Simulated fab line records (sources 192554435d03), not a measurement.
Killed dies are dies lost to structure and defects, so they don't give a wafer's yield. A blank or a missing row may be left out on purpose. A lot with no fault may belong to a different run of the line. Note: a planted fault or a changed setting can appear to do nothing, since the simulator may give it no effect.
Which tool was responsible?	flow n5_finfet	72 wafers from 24 lots sampled at 3 of the route's 1938 steps

== WHAT THE GAUGES SHOWED, per wafer ==
N5_STI_FIN_REVEAL_THK_MEAS_05.
lot	measured	on	thk_nm (nm)
L074	day 2 10:23	film_metro-01	131.4 130.9 131.3
L075	day 2 18:25	film_metro-02	132.9 134.3 133.1
L076	day 2 21:46	film_metro-01	131.5 131.5 130.6
L077	day 3 04:59	film_metro-01	131.4 132.2 131.5
L078	day 3 09:23	film_metro-02	131.4 132.4 131.3
L079	day 3 15:23	film_metro-02	133.0 132.1 132.4
L080	day 3 22:32	film_metro-02	132.2 131.4 131.5
L081	day 4 02:59	film_metro-02	131.0 131.7 130.3
L082	day 4 09:37	film_metro-02	130.8 131.2 131.5
L083	day 4 14:43	film_metro-02	132.7 132.1 132.2
L084	day 4 21:17	film_metro-02	131.8 132.6 131.9
L085	day 5 07:51	film_metro-02	130.8 132.0 132.9
L086	day 5 10:36	film_metro-02	131.7 131.1 132.5
L087	day 5 16:16	film_metro-01	132.2 132.9 131.6
L088	day 5 23:23	film_metro-01	131.5 131.1 132.4
L089	day 6 02:59	film_metro-02	133.6 133.3 132.8
L090	day 6 08:59	film_metro-02	131.9 130.6 131.8
L091	day 6 15:44	film_metro-01	132.5 132.7 131.5
L092	day 6 21:23	film_metro-02	130.6 131.8 131.7
L093	day 7 02:45	film_metro-02	133.1 132.8 133.0
L094	day 7 11:06	film_metro-01	131.5 130.7 131.1
L095	day 7 16:07	film_metro-01	130.5 131.1 131.5
L096	day 7 21:41	film_metro-01	131.7 131.0 130.9
L097	day 8 05:09	film_metro-01	132.6 132.0 132.1

== EACH LOT AND THE TOOL THAT RAN IT (in order: tool; ch and the chambers of the sampled wafers; start) ==
lot	N5_STI_FIN_REVEAL_ALD_14	N5_STI_FIN_REVEAL_CMP_04
L074	ald_sin-02 ch 0,2,3, day 2 05:04	cmp-04 ch 2,3, day 2 10:08
L075	ald_sin-04 ch 2,3, day 2 13:05	cmp-03 ch 0,3, day 2 18:07
L076	ald_sin-03 ch 0,1,2, day 2 15:50	cmp-04 ch 0,2,3, day 2 21:31
L077	ald_sin-03 ch 1,2, day 2 23:03	cmp-04 ch 2,3, day 3 04:44
L078	ald_sin-02 ch 0,1,3, day 3 03:27	cmp-04 ch 0,2,3, day 3 09:12
L079	ald_sin-02 ch 0,1,2, day 3 10:04	cmp-02 ch 0,2,3, day 3 15:06
L080	ald_sin-04 ch 0,3, day 3 17:12	cmp-03 ch 0,1, day 3 22:15
L081	ald_sin-02 ch 2,3, day 3 21:40	cmp-04 ch 2,3, day 4 02:44
L082	ald_sin-02 ch 0,2,3, day 4 04:16	cmp-02 ch 2,3, day 4 09:19
L083	ald_sin-04 ch 1,2, day 4 09:23	cmp-03 ch 0,1, day 4 14:27
L084	ald_sin-04 ch 0,1,3, day 4 15:56	cmp-02 ch 0,1,3, day 4 21:04
L085	ald_sin-03 ch 1,2,3, day 5 02:31	cmp-02 ch 1,2,3, day 5 07:40
L086	ald_sin-03 ch 0,1,2, day 5 05:16	cmp-03 ch 0,2,3, day 5 10:19
L087	ald_sin-02 ch 0,2, day 5 10:56	cmp-04 ch 2,3, day 5 15:58
L088	ald_sin-02 ch 0,2, day 5 18:03	cmp-02 ch 0,1,3, day 5 23:05
L089	ald_sin-02 ch 1,2,3, day 5 21:40	cmp-03 ch 0,3, day 6 02:44
L090	ald_sin-02 ch 2,3, day 6 03:39	cmp-02 ch 1,2, day 6 08:42
L091	ald_sin-02 ch 0,1,3, day 6 10:25	cmp-03 ch 0,1, day 6 15:27
L092	ald_sin-02 ch 0,1,3, day 6 16:02	cmp-04 ch 2,3, day 6 21:05
L093	ald_sin-03 ch 1,2,3, day 6 21:25	cmp-02 ch 0,2,3, day 7 02:32
L094	ald_sin-02 ch 0,2,3, day 7 05:42	cmp-04 ch 0,1,3, day 7 10:53
L095	ald_sin-02 ch 0,2, day 7 10:46	cmp-02 ch 0,1,3, day 7 15:50
L096	ald_sin-03 ch 1,2,3, day 7 16:21	cmp-04 ch 0,1,2, day 7 21:25
L097	ald_sin-02 ch 1,2,3, day 7 23:40	cmp-02 ch 0,1,2, day 8 04:52
- N5_STI_FIN_REVEAL_ALD_14: deposits Si3N4, target thk 3 nm.
- N5_STI_FIN_REVEAL_CMP_04: polishes, stops on Si3N4, t overpolish 4 s, target thk 131.83 nm.

== WHAT THE TOOLS THEMSELVES READ (means of the sampled wafers that have a number; where no wafer has one, the mark that the record gives instead) ==
N5_STI_FIN_REVEAL_ALD_14.
lot	tool	heater_power_w (W)
L074	ald_sin-02	945
L075	ald_sin-04	882
L076	ald_sin-03	891
L077	ald_sin-03	931
L078	ald_sin-02	930
L079	ald_sin-02	948
L080	ald_sin-04	926
L081	ald_sin-02	911
L082	ald_sin-02	915
L083	ald_sin-04	912
L084	ald_sin-04	889
L085	ald_sin-03	913
L086	ald_sin-03	904
L087	ald_sin-02	950
L088	ald_sin-02	941
L089	ald_sin-02	943
L090	ald_sin-02	911
L091	ald_sin-02	940
L092	ald_sin-02	936
L093	ald_sin-03	921
L094	ald_sin-02	939
L095	ald_sin-02	951
L096	ald_sin-03	925
L097	ald_sin-02	942

N5_STI_FIN_REVEAL_CMP_04.
lot	tool	motor_current_A (A)	overpolish_run_s (s)	retaining_ring_pressure_frac	time_to_endpoint_s (s)
L074	cmp-04	8.0	4.001	0.995	104
L075	cmp-03	8.1	3.998	0.998	110
L076	cmp-04	8.0	3.996	0.996	98
L077	cmp-04	8.1	4.001	1.000	103
L078	cmp-04	8.0	4.000	0.999	101
L079	cmp-02	7.5	3.993	0.998	106
L080	cmp-03	7.7	4.001	1.002	101
L081	cmp-04	7.8	4.003	1.003	102
L082	cmp-02	7.3	3.992	1.002	105
L083	cmp-03	7.4	4.001	1.000	106
L084	cmp-02	8.5	3.994	1.004	101
L085	cmp-02	8.2	4.000	1.006	105
L086	cmp-03	8.2	4.002	0.997	102
L087	cmp-04	8.2	3.995	0.997	106
L088	cmp-02	8.3	4.005	0.998	104
L089	cmp-03	8.3	4.000	1.002	108
L090	cmp-02	8.9	3.995	0.999	105
L091	cmp-03	7.6	3.999	0.998	103
L092	cmp-04	8.0	3.997	1.005	108
L093	cmp-02	7.4	4.005	1.003	102
L094	cmp-04	8.1	4.006	1.001	107
L095	cmp-02	7.9	3.992	1.000	98
L096	cmp-04	7.9	3.993	0.998	104
L097	cmp-02	8.3	3.991	0.998	103

== THE ANSWER, worked out from the rows above alone ==
Rule: what is usual is taken from the lots themselves. Put in order of their means at a reading, lots are off if they are a third of the lots or fewer, leave a main group of 4 or more, and stand apart from it by a gap of 3 or more times the standard deviation of the main group's means; of several such gaps the widest counts. If all means in a main group match to the digits the tables above print for the reading, that group is not used. A lot without any number at a reading at which 4 lots or more have one is off too. Any other lot the step has rows for is counted as sound. The gauges are gone through in route order, then the tools' own readings, and for those a lot's mean is taken as printed above. At the first step where some lot is off, the reading lying furthest off is the one used; lots without a number count as furthest.
Across all readings shown, no lot is off: no conclusion can be drawn from this.

== WHAT HAD BEEN PUT IN BY THE SIMULATOR ==
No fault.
